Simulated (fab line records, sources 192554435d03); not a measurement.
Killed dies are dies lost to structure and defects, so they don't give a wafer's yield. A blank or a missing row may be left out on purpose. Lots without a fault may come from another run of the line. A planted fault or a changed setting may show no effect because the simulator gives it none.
Chamber matching | flow n5_finfet | N5_BEOL_M10_ETCH_65 on rie_diel-06: 4 sister chambers
The step etches SiARC in CF4, target depth 39 nm, time 65 s. 4 wafers are shown with their chamber, then 6 later ones without.

WAFERS WITH THEIR CHAMBER
wafer  | chamber | drypump_motor_current_A (A)
L372.4 | 1       | 4.9
L376.1 | 3       | 6.6
L376.2 | 2       | 5.4
L376.6 | 0       | 6.2

WAFERS WITHOUT THEIR CHAMBER
wafer  | drypump_motor_current_A (A)
L379.2 | 5.4
L379.4 | 4.8
L379.5 | 6.6
L380.2 | 6.6
L380.3 | 5.4
L380.5 | 4.9

WHICH CHAMBER EACH WENT THROUGH
wafer  | from the rows above | in truth
L379.2 | 2                   | 2
L379.4 | 1                   | 1
L379.5 | 3                   | 3
L380.2 | 3                   | 3
L380.3 | 2                   | 2
L380.5 | 1                   | 1
Placed correctly: 6 of 6. Can't be placed from these rows: 0. Placed wrongly: 0.
How it was worked out, from the rows above alone: a wafer's distance from a chamber is the root of the sum, over the readings, of the square of ((its reading less the chamber's mean) divided by the reading's scatter). The wafer belongs to the nearest chamber; if the next one is less than 2 further off, it can't be placed. A chamber's mean is the mean of its shown wafers. The scatter: with one shown wafer a chamber, the root of the mean of the squares of how far each hidden wafer lies from its nearest shown one.
